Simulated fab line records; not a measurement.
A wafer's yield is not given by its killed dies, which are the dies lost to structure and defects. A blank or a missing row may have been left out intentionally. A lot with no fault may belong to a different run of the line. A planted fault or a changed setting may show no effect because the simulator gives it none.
Matching of chambers | flow n5_finfet | N5_BEOL_M6_STRIP_67 on rie_diel-02: 4 sister chambers
The step strips in CF4. 24 wafers are shown with their chamber, then 12 later ones without.

== WAFERS WITH THEIR CHAMBER ==
wafer  | chamber | drypump_motor_current_A (A) | showerhead_plenum_p_Torr (Torr) | oes_product_au (a.u.)
L075.2 | 2       | 5.1                         | 1.75                            | 0.88
L075.4 | 0       | 5.4                         | 1.80                            | 0.73
L075.6 | 2       | 5.1                         | 1.75                            | 0.89
L077.1 | 0       | 5.4                         | 1.80                            | 0.72
L077.2 | 3       | 5.4                         | 1.87                            | 0.76
L077.5 | 0       | 5.4                         | 1.80                            | 0.73
L080.2 | 2       | 5.1                         | 1.75                            | 0.87
L080.5 | 3       | 5.4                         | 1.86                            | 0.76
L080.6 | 2       | 5.1                         | 1.74                            | 0.87
L082.1 | 2       | 5.1                         | 1.75                            | 0.87
L082.3 | 3       | 5.4                         | 1.86                            | 0.76
L082.5 | 1       | 5.0                         | 1.75                            | 0.83
L084.2 | 3       | 5.4                         | 1.86                            | 0.75
L084.4 | 0       | 5.4                         | 1.79                            | 0.71
L084.6 | 0       | 5.4                         | 1.79                            | 0.72
L088.2 | 2       | 5.1                         | 1.74                            | 0.85
L088.4 | 0       | 5.4                         | 1.79                            | 0.72
L088.5 | 3       | 5.4                         | 1.86                            | 0.75
L089.2 | 0       | 5.4                         | 1.79                            | 0.72
L089.3 | 2       | 5.1                         | 1.74                            | 0.85
L089.5 | 0       | 5.4                         | 1.79                            | 0.71
L092.1 | 0       | 5.4                         | 1.79                            | 0.70
L092.2 | 3       | 5.4                         | 1.85                            | 0.74
L092.3 | 1       | 5.1                         | 1.74                            | 0.80

SIGNATURES (means of the wafers above)
reading                  | chamber 0 | chamber 1 | chamber 2 | chamber 3 | scatter within a chamber
drypump_motor_current_A  | 5.400     | 5.050     | 5.100     | 5.400     | 0.0158
showerhead_plenum_p_Torr | 1.7933    | 1.7450    | 1.7457    | 1.8600    | 0.00557
oes_product_au           | 0.7178    | 0.8150    | 0.8686    | 0.7533    | 0.0119
Rule: for a wafer and a chamber, the distance is found by dividing, reading by reading, the gap between the wafer's reading and the chamber's mean by the reading's scatter, squaring, summing and taking the root. If the next closest chamber is less than 2 further off than the closest, the wafer can't be placed; otherwise it belongs to the closest. The scatter: take each reading less its chamber's mean, square it, sum over the shown wafers, divide by the number of wafers less the number of chambers, and take the root.

== WAFERS WITHOUT THEIR CHAMBER ==
wafer  | drypump_motor_current_A (A) | showerhead_plenum_p_Torr (Torr) | oes_product_au (a.u.)
L093.2 | 5.4                         | 1.85                            | 0.74
L093.3 | 5.1                         | 1.74                            | 0.84
L093.4 | 5.4                         | 1.79                            | 0.70
L094.1 | 5.4                         | 1.85                            | 0.73
L094.5 | 5.4                         | 1.85                            | 0.73
L094.6 | 5.1                         | 1.74                            | 0.83
L096.1 | 5.0                         | 1.74                            | 0.79
L096.2 | 5.4                         | 1.85                            | 0.73
L096.4 | 5.4                         | 1.79                            | 0.70
L095.2 | 5.1                         | 1.74                            | 0.83
L095.3 | 5.4                         | 1.79                            | 0.70
L095.4 | 5.1                         | 1.74                            | 0.80

== THE CHAMBER EACH PASSED THROUGH ==
wafer  | from the rows above     | in truth
L093.2 | 3                       | 3
L093.3 | can't be placed: 2 or 1 | 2
L093.4 | 0                       | 0
L094.1 | 3                       | 3
L094.5 | 3                       | 3
L094.6 | can't be placed: 2 or 1 | 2
L096.1 | 1                       | 1
L096.2 | 3                       | 3
L096.4 | 0                       | 0
L095.2 | can't be placed: 2 or 1 | 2
L095.3 | 0                       | 0
L095.4 | 1                       | 1
Placed correctly: 9 of 12. Unplaceable from these rows: 3, with the true chamber sitting among the candidates in 3. Wrongly placed: 0.
